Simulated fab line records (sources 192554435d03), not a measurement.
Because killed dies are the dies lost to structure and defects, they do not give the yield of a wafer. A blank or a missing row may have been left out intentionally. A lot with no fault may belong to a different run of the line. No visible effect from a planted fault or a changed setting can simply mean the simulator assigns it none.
Which of the tools did it? -- flow n5 finfet -- route of 1938 steps, sampled at 1 step: 24 lots, 72 wafers

WHAT THE GAUGES READ, wafer by wafer
N5_BEOL_M11_OVL_MEAS_29. Usual: V10_OVL 0.0 nm, standard deviation 0.78.
lot,measured,on,V10_OVL (nm),flag
L074,day 10 14:59,overlay-01,-0.1 -0.2 0.2,
L075,day 11 09:32,overlay-02,1.6 -0.4 0.4,
L076,day 12 07:49,overlay-01,0.5 0.5 0.2,
L077,day 12 14:41,overlay-02,0.7 1.0 -0.2,
L079,day 12 14:50,overlay-02,0.6 0.2 -0.3,
L078,day 13 01:34,overlay-01,-1.1 -0.8 -1.4,
L082,day 13 15:29,overlay-02,-0.5 0.2 -0.9,
L081,day 13 15:40,overlay-02,-0.1 -0.6 -0.1,
L084,day 13 20:27,overlay-02,-0.4 0.4 0.0,
L080,day 13 20:37,overlay-01,1.1 1.2 0.2,
L087,day 13 22:52,overlay-02,0.4 0.9 0.7,
L085,day 14 07:23,overlay-01,0.2 -0.4 0.1,
L083,day 14 07:43,overlay-01,-0.6 -0.9 -0.4,
L086,day 14 23:20,overlay-01,0.3 0.2 0.6,
L088,day 15 02:40,overlay-02,-1.6 -0.8 -0.5,
L091,day 15 12:20,overlay-02,1.2 0.1 0.3,
L089,day 15 13:23,overlay-02,-1.4 -0.8 -1.3,
L092,day 16 09:14,overlay-01,0.0 0.2 0.1,
L094,day 16 16:35,overlay-02,0.1 -1.7 -0.1,
L090,day 16 23:46,overlay-01,0.0 1.5 -0.4,
L093,day 16 23:56,overlay-01,0.3 -0.2 -0.2,
L095,day 17 01:52,overlay-01,1.1 -0.3 0.9,
L096,day 17 07:43,overlay-02,-0.6 -0.1 0.0,
L097,day 17 15:28,overlay-02,2.6 2.0 1.8,

EACH LOT AND THE TOOL THAT RAN IT (in order: tool; ch and the chambers of the sampled wafers; start)
Before these readings, the record contains no process step.

AS READ BY THE TOOLS THEMSELVES (means over the sampled wafers that have a number; for cases with no such wafer, the mark the record gives instead)
The record holds no such reading with a usual standard deviation.

THE ANSWER, worked out from the rows above alone
Rule: take the mean of a lot's wafers that have a number; if it is more than 3 standard deviations from the usual mean, the lot is off. Also off: a lot with no number at a reading for which 4 or more lots have one. The other lots that the step has rows for count as sound. First the gauges in route order, then the tools' own readings, where a lot's mean is used as printed above. At the first step where some lot is off, the reading lying furthest off is the one used; lots without a number count as furthest.
No lot is off on any of the readings shown, so nothing can be concluded from this.

WHAT WAS PUT IN BY THE SIMULATOR
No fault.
